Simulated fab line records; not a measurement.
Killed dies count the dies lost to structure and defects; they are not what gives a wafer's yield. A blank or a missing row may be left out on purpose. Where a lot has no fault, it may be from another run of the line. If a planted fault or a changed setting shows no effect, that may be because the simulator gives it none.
A lot that was struck, set against a sound lot / flow n5Finfet / 42 out of 1938 route steps
Sound: these wafers, L845.2, L845.3, L845.5. Wafers struck: L863.2, L863.3, L863.4. The cause comes at the end.
For every step that has rows: the tool of each side, followed by ch and its chambers, followed by its first start. Under that, the readings that differ: sound wafers / struck wafers / difference of the means / sigmas: that difference in standard deviations of wafers without a fault.
alike: a reading whose means differ by less than 2 such deviations, as well as words and numbers matching on both sides. not compared: withheld readings; readings where some wafer has no value; bounds like >300 that might hide an equal value; numbers whose values overlap and for which the record gives no deviation.
A row with sigmas, a row that says differs or no value, or rows on one side alone: a step with any of these is where the two part. Numbers that don't overlap but have no deviation are shown without sigmas and don't part them. A reading that every wafer of one side lacks parts them only if that side has two wafers or more.

N5_PMOS_HMC_CHANNEL_EPI_OVL_MEAS_10:
  sound on overlay-02 ch 0, day 1 23:25; struck on overlay-01 ch 0, day 6 10:56
  alike: PMOS_HMC_BLK_OVL
N5_PMOS_HMC_CHANNEL_EPI_INSPECT_11: inspects for defects (macro).
  sound on defectInspect-01, day 1 23:27; struck on defectInspect-01, day 6 10:57
  alike: rawDefectCount
then, 3 steps without rows for these wafers: N5_PMOS_HMC_CHANNEL_EPI_DESCUM_14 (chemistry O2, time 7.9 s); N5_PMOS_HMC_CHANNEL_EPI_ETCH_32 (etches BARC in N2/H2, stops on SiO2, target depth 85.8 nm, time 50.3 s); N5_PMOS_HMC_CHANNEL_EPI_HM_OPEN_15 (chemistry CHF3/O2, target SiO2, target depth 40.6 nm, time 20.3 s).
N5_PMOS_HMC_CHANNEL_EPI_STRIP_33: strips in N2/H2.
  sound on rieDiel-05 ch 1,2,3, day 1 23:37; struck on rieDiel-05 ch 0,1,3, day 6 11:16
  alike: drypumpMotorCurrentA, oesProductAu, rfVppV, showerheadPlenumPTorr, throttleValvePct
  not compared: rfHoursCounterH
then, 6 steps without rows for these wafers: N5_PMOS_HMC_CHANNEL_EPI_STRIP_17 (strips in SPM, time 750 s); N5_PMOS_HMC_CHANNEL_EPI_ETCH_38 (etches SiO2 in CF4, target depth 1.5 nm); N5_PMOS_HMC_CHANNEL_EPI_FIN_RECESS_16 (chemistry HBr/Cl2, target Si, target depth 54 nm, time 18 s); N5_PMOS_HMC_CHANNEL_EPI_PRECLEAN_36 (cleans in O3/DIW, time 45 s); N5_PMOS_HMC_CHANNEL_EPI_PRECLEAN_18 (cleans in DHF, time 30 s); N5_PMOS_HMC_CHANNEL_EPI_SRD_19 (time 30 s).
N5_PMOS_HMC_CHANNEL_EPI_EPI_20: deposits SiGe30, target thk 59 nm.
  sound on epiRpcvd-01 ch 0, day 2 00:43; struck on epiRpcvd-04 ch 0, day 6 11:57
reading=model.SiGe30_of_PMOS_HMC_CHANNEL_EPI_EPI_20.thkNm (nm); sound=59.5 58.79 58.85; struck=40.5 40.69 40.72; difference=-18.4; sigmas=
  alike: susceptorTempC
then, 3 steps without rows for these wafers: N5_PMOS_HMC_CHANNEL_EPI_HM_STRIP_35 (strips SiO2 in dHF, material SiO2, target depth 39.6 nm, time 216 s); N5_PMOS_HMC_CHANNEL_EPI_SRD_39 (time 30 s); N5_PMOS_HMC_CHANNEL_EPI_CMP_21 (polishes SiGe30, target thk 54 nm).
N5_PMOS_HMC_CHANNEL_EPI_THK_MEAS_22:
  sound on filmMetro-02, day 2 03:00; struck on filmMetro-01, day 6 13:23
reading=HMC_CMP_THK (nm); sound=53.9 53.9 54.2; struck=40.5 40.6 40.6; difference=-13.4; sigmas=-16
then, 1 step without rows for these wafers: N5_PMOS_HMC_CHANNEL_EPI_PRECLEAN_40 (cleans in DHF, time 30 s).
N5_PMOS_HMC_CHANNEL_EPI_PRECLEAN_37: cleans in O3/DIW, time 45 s.
  sound on wetBench-06 ch 3,6,7, day 2 03:02; struck on wetBench-04 ch 4,5,7, day 6 13:25
reading=model.SiGe30_of_PMOS_HMC_CHANNEL_EPI_EPI_20.thkNm (nm); sound=53.25 53.23 53.33; struck=39.72 39.91 39.94; difference=-13.41; sigmas=
then, 3 steps without rows for these wafers: N5_PMOS_HMC_CHANNEL_EPI_PRECLEAN_24 (cleans in DHF, time 30 s); N5_PMOS_HMC_CHANNEL_EPI_SRD_25 (time 30 s); N5_PMOS_HMC_CHANNEL_EPI_EPI_26 (deposits Si from SiH4/H2, target thk 3.8 nm, time 22.7 s).
N5_PMOS_HMC_CHANNEL_EPI_INSPECT_30: inspects for defects (darkfield).
  sound on defectInspect-01, day 2 03:30; struck on defectInspect-02, day 6 13:52
  alike: rawDefectCount
then, 4 steps without rows for these wafers: N5_FIN_SAQP_PRECLEAN_42 (cleans in O3/DIW, time 60 s); N5_FIN_SAQP_PRECLEAN_00 (cleans in SC1, time 60 s); N5_FIN_SAQP_PRECLEAN_44 (cleans in SC2, time 45 s); N5_FIN_SAQP_SRD_01 (time 30 s).
N5_FIN_SAQP_ALD_61: deposits SiO2, target thk 4 nm, pulse time 1 s, purge time 2 s.
  sound on aldSin-02 ch 0,1,2, day 2 03:37; struck on aldSin-01 ch 0,1,3, day 6 13:59
  alike: heaterPowerW, precursorPulseHeightRel, susceptorTempC
N5_FIN_SAQP_DENSIFY_62: time 60 s.
  sound on rtpAnneal-02 ch 0, day 2 03:55; struck on rtpAnneal-02 ch 0, day 6 14:13
  alike: lampPowerPct, lamp_zone_5_pct, wafer_temp_C_max
then, 1 step without rows for these wafers: N5_FIN_SAQP_HM_DEP_03 (deposits SiNx from SiH4/NH3/N2, target thk 38 nm, time 33.6 s).
N5_FIN_SAQP_THK_MEAS_05:
  sound on filmMetro-01, day 2 04:12; struck on filmMetro-01, day 6 14:29
  alike: thkNm
then, 2 steps without rows for these wafers: N5_FIN_SAQP_PECVD_47 (deposits a-Si from SiH4/He, target thk 45 nm, time 36.3 s); N5_FIN_SAQP_PECVD_48 (deposits SiNx from SiH4/NH3/N2, target thk 25 nm, time 22.1 s).
N5_FIN_SAQP_PECVD_06: deposits a-Si from SiH4/He, target thk 60 nm, time 48.1 s.
  sound on pecvd-03 ch 0,1, day 2 04:22; struck on pecvd-02 ch 0,2, day 6 14:37
  alike: heaterPowerW, showerheadPlenumPTorr, showerheadVppV, susceptorTempC, throttleValvePct
N5_FIN_SAQP_THK_MEAS_07:
  sound on filmMetro-01, day 2 04:28; struck on filmMetro-01, day 6 14:42
reading=thkNm (nm); sound=59.9 59.3 59.7; struck=61.6 60.9 61.9; difference=+1.8; sigmas=+2
N5_FIN_SAQP_HM_DEP_72: deposits SiO2 from SiH4/N2O, target thk 12 nm, time 7.2 s.
  sound on pecvd-02 ch 0,1,2, day 2 04:31; struck on pecvd-03 ch 0,1, day 6 14:44
  alike: heaterPowerW, showerheadPlenumPTorr, showerheadVppV, susceptorTempC
then, 5 steps without rows for these wafers: N5_FIN_SAQP_COAT_49 (time 60 s, resist thk 100 nm); N5_FIN_SAQP_COAT_50 (time 60 s, resist thk 35 nm); N5_FIN_SAQP_COAT_10 (resist thk 90 nm); N5_FIN_SAQP_EBR_12; N5_FIN_SAQP_SOFTBAKE_11 (time 60 s).
-- here the record skips 6 days between the struck wafers' starts before and after, leaving off in module FIN_SAQP and picking up in module BEOL_M4 (first step shown: number 1111 of the route) --
N5_BEOL_M4_RC_MEAS_101:
  sound on prober-01 ch 0, day 7 22:20; struck on prober-02 ch 0, day 12 21:59
reading=CJ_P; sound=5.86 5.93 5.84; struck=5.21 5.00 4.97; difference=-0.82; sigmas=-5
reading=DIBL_P (mV/V); sound=38.7 38.0 37.6; struck=91.6 125.9 111.3; difference=+71.5; sigmas=+40
reading=IOFF_P (nA/um); sound=0.22 0.22 0.20; struck=12.69 35.75 27.20; difference=+25.00; sigmas=+99 or more
reading=IOFF_P_85C (nA/um); sound=3.8 3.7 3.5; struck=110.3 264.5 211.4; difference=+191.7; sigmas=+99 or more
reading=IOFF_P_LIN (nA/um); sound=0.101 0.100 0.095; struck=0.281 0.527 0.430; difference=+0.314; sigmas=+26
reading=ION_P (uA/um); sound=461 464 451; struck=359 354 359; difference=-101; sigmas=-14
reading=REXT_P (ohm.um); sound=97.9 98.8 99.5; struck=117.4 119.9 119.6; difference=+20.2; sigmas=+9
reading=RS_NWELL (ohm/sq); sound=1029 1034 1029; struck=1066 1064 1065; difference=+34; sigmas=+5
reading=SS_N (mV/dec); sound=72.5 72.1 72.4; struck=71.0 70.4 71.2; difference=-1.5; sigmas=-3
reading=SS_P (mV/dec); sound=73.6 73.4 73.2; struck=123.6 141.5 134.6; difference=+59.8; sigmas=+99 or more
  alike: DIBL_N, IOFF_N, IOFF_P_LONG, ION_N, VT_N, VT_P

## WHERE THEY PART
Earliest at N5_PMOS_HMC_CHANNEL_EPI_THK_MEAS_22; latest, in this record, at N5_BEOL_M4_RC_MEAS_101.

WHY: what had been put in by the simulator
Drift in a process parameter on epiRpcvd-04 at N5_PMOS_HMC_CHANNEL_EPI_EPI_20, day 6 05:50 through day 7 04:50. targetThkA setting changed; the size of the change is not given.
